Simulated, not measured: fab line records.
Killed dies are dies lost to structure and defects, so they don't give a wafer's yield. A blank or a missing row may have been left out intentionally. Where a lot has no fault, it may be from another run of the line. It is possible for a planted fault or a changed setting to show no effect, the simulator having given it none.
Chamber matching -- flow n5Finfet -- 4 sister chambers for N5_BEOL_M0_SAQP_ETCH_101 on rieDiel-02
The step etches SiNx in CH3F/O2, target depth 29.9 nm, time 42.7 s. 4 wafers are shown with their chamber, then 7 later ones without.

EACH WAFER AND ITS CHAMBER
wafer,chamber,showerheadPlenumPTorr (Torr)
L090.2,2,1.99
L090.4,0,1.95
L093.1,1,2.07
L093.2,3,2.14

WAFERS WHOSE CHAMBER IS MISSING
wafer,showerheadPlenumPTorr (Torr)
L093.4,1.98
L094.1,2.14
L094.2,2.07
L094.3,1.95
L097.1,1.95
L097.5,1.98
L097.6,2.14

WHICH CHAMBER EACH ONE RAN IN
wafer,from the rows above,in truth
L093.4,2,2
L094.1,3,3
L094.2,1,1
L094.3,0,0
L097.1,0,0
L097.5,2,2
L097.6,3,3
7 of 7 placed correctly. Left unplaced by these rows: 0. Wrongly placed: 0.
How it was worked out, from the rows above alone: a wafer's distance from a chamber is the root of the sum, over the readings, of the square of ((its reading less the chamber's mean) divided by the reading's scatter). If the next closest chamber is less than 2 further off than the closest, the wafer can't be placed; otherwise it belongs to the closest. The mean given for a chamber averages the wafers shown for that chamber. The scatter: root of mean squared gap, hidden wafer to nearest shown wafer, with one shown wafer a chamber.
